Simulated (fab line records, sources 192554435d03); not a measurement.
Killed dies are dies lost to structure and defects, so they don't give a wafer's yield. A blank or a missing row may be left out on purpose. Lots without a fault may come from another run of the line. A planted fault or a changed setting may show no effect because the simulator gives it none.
Split-lot experiment | flow n5_finfet | 7 lots, 21 wafers read, on a route of 1938 steps

THE SPLIT
At N5_FIN_SAQP_HM_DEP_03 (deposits SiNx from SiH4/NH3/N2, target thk 38 nm, time 33.6 s), the setting time_s was moved away from the recipe's 33.6 s on 9 of the 21 wafers read, by -13.2% to +12.8%. The other wafers ran this setting at the recipe's value.

FROM THE SPLIT TO THE READING: what the file shows between them, 15 steps
- N5_FIN_SAQP_THK_MEAS_05
- N5_FIN_SAQP_PECVD_06: deposits a-Si from SiH4/He, target thk 60 nm, time 48.1 s (also split here: time_s)
- N5_FIN_SAQP_THK_MEAS_07
- N5_FIN_SAQP_HM_DEP_72: deposits SiO2 from SiH4/N2O, target thk 12 nm, time 7.2 s
- N5_FIN_SAQP_COAT_49: time 60 s, resist thk 100 nm
- N5_FIN_SAQP_HM_OPEN_73: chemistry CHF3/O2, target SiO2, stops on a-Si, target depth 12 nm, time 16.8 s
- N5_FIN_SAQP_STRIP_74: strips in CHF3/O2
- N5_FIN_SAQP_MANDREL_ETCH_22: etches a-Si in HBr/Cl2, stops on SiNx, target depth 60 nm, bt time 10 s, time 30 s
- N5_FIN_SAQP_STRIP_55: strips in N2/H2
- N5_FIN_SAQP_STRIP_23: strips in SPM, time 750 s
- N5_FIN_SAQP_MANDREL2_REMOVE_60: chemistry HBr/Cl2/O2, target a-Si, stops on SiNx, bt time 10 s
- N5_FIN_SAQP_HM_OPEN_33: chemistry CH3F/O2, target SiNx, target depth 49.4 nm, time 70.6 s
- N5_FIN_SAQP_ETCH_34: etches SiO2 in C4F6/O2, target depth 45 nm, time 15 s
- N5_FIN_SAQP_STRIP_77: strips in N2/H2, time 90 s
- N5_FIN_SAQP_ETCH_64: etches SiO2 in CF4, target depth 1.5 nm

THE READING
SiNx_of_FIN_SAQP_HM_DEP_03.thk_nm (the simulator's own value, which no gauge read), in nm, at N5_FIN_SAQP_FIN_ETCH_36 (etches the open film in HBr/Cl2/O2, target depth 120 nm, time 50.4 s). The file gives no usual value for it. The 12 wafers here that ran the recipe average 20.5 nm, standard deviation 0.89 nm.

wafer  | tool, chamber at the split | time_s as run, s | against the recipe | SiNx_of_FIN_SAQP_HM_DEP_03.thk_nm, nm | against lot-mates on the recipe
L077.2 | pecvd-03, 1                | 33.6             | recipe             | 19.2                                  | -
L077.3 | pecvd-03, 2                | 33.6             | recipe             | 20.6                                  | -
L077.5 | pecvd-03, 0                | 37.91            | +12.8%             | 26.4                                  | +6.5
L078.2 | pecvd-01, 0                | 35.49            | +5.6%              | 22                                    | +2.4
L078.3 | pecvd-01, 1                | 33.6             | recipe             | 19.6                                  | -
L078.5 | pecvd-01, 0                | 35.49            | +5.6%              | 23.6                                  | +4.0
L079.3 | pecvd-01, 1                | 33.6             | recipe             | 21                                    | -
L079.4 | pecvd-01, 0                | 33.6             | recipe             | 21.4                                  | -
L079.6 | pecvd-01, 2                | 33.6             | recipe             | 21.4                                  | -
L080.2 | pecvd-01, 1                | 33.6             | recipe             | 19.6                                  | -
L080.3 | pecvd-01, 2                | 29.18            | -13.2%             | 15.6                                  | -4.0
L080.4 | pecvd-01, 1                | 29.18            | -13.2%             | 16.2                                  | -3.4
L086.1 | pecvd-03, 1                | 33.6             | recipe             | 20.2                                  | -
L086.2 | pecvd-03, 2                | 33.6             | recipe             | 19.6                                  | -
L086.3 | pecvd-03, 0                | 37.1             | +10.4%             | 25.2                                  | +5.3
L090.3 | pecvd-01, 0                | 35.52            | +5.7%              | 23.4                                  | +3.0
L090.5 | pecvd-01, 1                | 33.6             | recipe             | 20.4                                  | -
L090.6 | pecvd-01, 2                | 35.52            | +5.7%              | 23.8                                  | +3.4
L091.1 | pecvd-02, 1                | 33.6             | recipe             | 21.2                                  | -
L091.4 | pecvd-02, 0                | 35.54            | +5.8%              | 23.4                                  | +1.7
L091.6 | pecvd-02, 2                | 33.6             | recipe             | 22.2                                  | -

THE FIT
A straight line over all 21 wafers: SiNx_of_FIN_SAQP_HM_DEP_03.thk_nm changes by +0.406 nm for each +1% of time_s; r = +0.95; the points scatter about the line by 0.83 nm.
The same after taking each lot's own level away (the mean of its wafers on the recipe; 21 wafers): +0.394 nm for each +1%; r = +0.95; scatter 0.78 nm.
On that fit, the largest move of time_s shifts the reading by 5.2 nm.
The lots' own levels span 19.60 to 21.70 nm, that is 2.4 times the standard deviation above.
So the lot-to-lot level changes the slope little: the two slopes agree.
Check: with one of the wafers moved furthest among these (-13.2%) left out of the fit, the line predicts -5.12 nm for it against its lot-mates. It came out at -4 nm against them.

OTHER SPLITS ON THESE WAFERS
These wafers also went through other splits before the reading. Each is held against what the fit with the lots' levels taken away leaves over:
other split on the same wafers                    | wafers away from the commonest value | r with SiNx_of_FIN_SAQP_HM_DEP_03.thk_nm (lot level and that fit taken away)
N5_ZERO_LAYER_EXPOSE_08 dose_mj                   | 12                                   | -0.17
N5_PMOS_HMC_CHANNEL_EPI_PEB_07 peb_temp_c         | 4                                    | +0.16
N5_PMOS_HMC_CHANNEL_EPI_DEVELOP_08 develop_time_s | 4                                    | +0.04
N5_FIN_SAQP_PECVD_06 time_s                       | 6                                    | +0.02

THE WHOLE CHAIN: every reading that the file lists as answering this split, in the file's order
step                    | what it does                                                         | reading                                                                            | change (the file's fit)               | r (the file's)
N5_FIN_SAQP_HM_DEP_03   | deposits SiNx from SiH4/NH3/N2, target thk 38 nm, time 33.6 s        | SiNx_of_FIN_SAQP_HM_DEP_03.thk_nm (the simulator's own value, which no gauge read) | +0.418 nm for each +1% of the setting | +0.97
N5_FIN_SAQP_THK_MEAS_05 |                                                                      | thk_nm                                                                             | withheld for each +1% of the setting  | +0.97
N5_FIN_SAQP_HM_OPEN_33  | chemistry CH3F/O2, target SiNx, target depth 49.4 nm, time 70.6 s    | etch_rf_on_time_s                                                                  | withheld for each +1% of the setting  | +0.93
N5_FIN_SAQP_HM_OPEN_33  | chemistry CH3F/O2, target SiNx, target depth 49.4 nm, time 70.6 s    | etch.depth_nm (the simulator's own value, which no gauge read)                     | +0.423 nm for each +1% of the setting | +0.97
N5_FIN_SAQP_FIN_ETCH_36 | etches the open film in HBr/Cl2/O2, target depth 120 nm, time 50.4 s | SiNx_of_FIN_SAQP_HM_DEP_03.thk_nm (the simulator's own value, which no gauge read) | +0.429 nm for each +1% of the setting | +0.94

THE FILE'S OWN FIT
SiNx_of_FIN_SAQP_HM_DEP_03.thk_nm changes by +0.429 nm for each +1% of time_s, r = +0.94.
